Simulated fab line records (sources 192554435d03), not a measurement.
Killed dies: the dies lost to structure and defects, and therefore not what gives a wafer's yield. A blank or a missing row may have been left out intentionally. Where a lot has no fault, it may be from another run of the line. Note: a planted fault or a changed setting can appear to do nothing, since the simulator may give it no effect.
Matching of chambers | flow n5 finfet | N5_BEOL_M5_PRE_CLEAN_77 on cvd co-01 has 3 sister chambers
The step time 15 s. 6 wafers are shown with their chamber, then 12 later ones without.

## WAFERS WITH THEIR CHAMBER
wafer  | chamber | heater power w (W)
L083.6 | 0       | 82
L087.1 | 1       | 64
L087.5 | 0       | 82
L088.1 | 1       | 65
L088.3 | 2       | 78
L088.6 | 2       | 79

## WAFERS MISSING THEIR CHAMBER
wafer  | heater power w (W)
L091.2 | 63
L091.4 | 79
L091.5 | 83
L094.3 | 76
L094.4 | 62
L094.5 | 77
L092.1 | 63
L092.2 | 78
L092.5 | 65
L095.2 | 84
L095.3 | 65
L095.5 | 83

## EACH ONE'S CHAMBER
wafer  | from the rows above | in truth
L091.2 | 1                   | 1
L091.4 | 2                   | 2
L091.5 | 0                   | 0
L094.3 | 2                   | 2
L094.4 | 1                   | 1
L094.5 | 2                   | 2
L092.1 | 1                   | 1
L092.2 | 2                   | 2
L092.5 | 1                   | 1
L095.2 | 0                   | 0
L095.3 | 1                   | 1
L095.5 | 0                   | 0
12 of 12 placed correctly. Can't be placed from these rows: 0. Wrongly placed: 0.
How it was worked out, from the rows above alone: a wafer's distance from a chamber is the root of the sum, over the readings, of the square of ((its reading less the chamber's mean) divided by the reading's scatter). The wafer belongs to the nearest chamber; if the next one is less than 2 further off, it can't be placed. For every chamber, the mean is computed from those of its wafers that are shown. The scatter is the square root of a quotient: the sum, over the shown wafers, of each reading's squared deviation from its chamber's mean, divided by wafers minus chambers.
